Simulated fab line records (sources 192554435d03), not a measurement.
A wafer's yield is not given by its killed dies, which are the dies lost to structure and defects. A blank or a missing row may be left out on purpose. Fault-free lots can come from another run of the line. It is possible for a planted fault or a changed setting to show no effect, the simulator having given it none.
Struck lot and sound lot, side by side + flow n5_finfet + 15 steps out of a route of 1938
Sound: the wafers L120.1, L120.4, L120.5. Wafers struck: L126.2, L126.5, L126.6. The cause is named last.
At each step with rows: each side's tool, then ch and its chambers, then its first start. Under that, the readings that differ: sound wafers + struck wafers + difference of the means + sigmas: that difference in standard deviations of wafers without a fault.
alike: readings whose means differ by less than 2 such deviations, and words and numbers that are the same on both sides. not compared: withheld readings, readings that some wafer has no value for, bounds like >300 that may hide the same value, and numbers for which the record gives no deviation and whose values overlap.
The two part at a step that has a row with sigmas, a row that says differs or no value, or rows on one side only. Non-overlapping numbers with no deviation appear without sigmas and do not part them. Lack of a reading on every wafer of one side parts them only where that side has two or more wafers.

first, 8 steps without rows for these wafers: N5_BEOL_M7_COAT_59 (time 60 s, resist thk 100 nm); N5_BEOL_M7_COAT_60 (time 60 s, resist thk 35 nm); N5_BEOL_M7_COAT_05 (resist thk 90 nm); N5_BEOL_M7_EBR_07; N5_BEOL_M7_SOFTBAKE_06 (time 60 s); N5_BEOL_M7_EXPOSE_08 (exposes mask M7); N5_BEOL_M7_PEB_09 (peb time 60 s); N5_BEOL_M7_DEVELOP_10 (develop time 30 s).
N5_BEOL_M7_CD_MEAS_11 targets a cd of 38.5 nm.
  sound on cd_sem-01 ch 0, day 15 20:55; struck on cd_sem-01 ch 0, day 18 04:15
  alike: cd_nm
N5_BEOL_M7_OVL_MEAS_12:
  sound on overlay-02 ch 0, day 15 20:56; struck on overlay-02 ch 0, day 18 04:17
| reading     | sound          | struck      | difference | sigmas |
|-------------|----------------|-------------|------------|--------|
| M7_OVL (nm) | -2.4 -0.3 -0.9 | 0.8 0.3 1.3 | +2.0       | +2     |
N5_BEOL_M7_INSPECT_13: inspects for defects (brightfield).
  sound: defect_inspect-01 at day 15 20:58; struck: defect_inspect-02 at day 18 04:18
  alike: raw_defect_count
N5_BEOL_M7_DESCUM_16: chemistry O2, time 7.9 s.
  sound on rie_diel-04 ch 0,1,3, day 15 21:00; struck on rie_diel-01 ch 0,1,2, day 18 04:20
  alike: drypump_motor_current_A, oes_product_au, rf_vpp_V, showerhead_plenum_p_Torr, temp_c, throttle_valve_pct
  not compared: rf_hours_counter_h
N5_BEOL_M7_ETCH_61: etches SiARC in CF4, target depth 45.5 nm, time 75.8 s.
  sound on rie_diel-04 ch 0,1,3, day 15 21:02; struck on rie_diel-01 ch 0,1,2, day 18 04:22
| reading               | sound             | struck            | difference                    | sigmas |
|-----------------------|-------------------|-------------------|-------------------------------|--------|
| bias_w (W)            | 35.87 36.04 36.21 | - - -             | no value on the struck wafers |        |
| etch_rf_on_time_s (s) | 75.6 78.4 78.1    | 115.7 114.4 112.1 | +36.7                         | +22    |
  alike: drypump_motor_current_A, oes_product_au, rf_vpp_V, showerhead_plenum_p_Torr, throttle_valve_pct
  not compared: rf_hours_counter_h
N5_BEOL_M7_ETCH_62: etches SOC in N2/H2, target depth 110 nm, overetch 22 nm, time 165 s.
  sound on rie_diel-04 ch 0,1,3, day 15 21:05; struck on rie_diel-01 ch 0,1,2, day 18 04:26
  alike: bias_w, drypump_motor_current_A, oes_product_au, rf_vpp_V, showerhead_plenum_p_Torr, temp_c, throttle_valve_pct
  not compared: rf_hours_counter_h
-- here the record skips 4 days between the struck wafers' starts before and after, leaving off in module BEOL_M7 and picking up in module PASSIVATION (first step shown: number 1936 of the route) --
N5_PASSIVATION_PROBE_49:
  only the struck wafers here have rows in the record (prober-01, day 22 06:39); the sound ones have none

WHERE THEY PART
At N5_BEOL_M7_OVL_MEAS_12 first; at N5_PASSIVATION_PROBE_49 last (within this record only).

WHY: what the simulator had put in
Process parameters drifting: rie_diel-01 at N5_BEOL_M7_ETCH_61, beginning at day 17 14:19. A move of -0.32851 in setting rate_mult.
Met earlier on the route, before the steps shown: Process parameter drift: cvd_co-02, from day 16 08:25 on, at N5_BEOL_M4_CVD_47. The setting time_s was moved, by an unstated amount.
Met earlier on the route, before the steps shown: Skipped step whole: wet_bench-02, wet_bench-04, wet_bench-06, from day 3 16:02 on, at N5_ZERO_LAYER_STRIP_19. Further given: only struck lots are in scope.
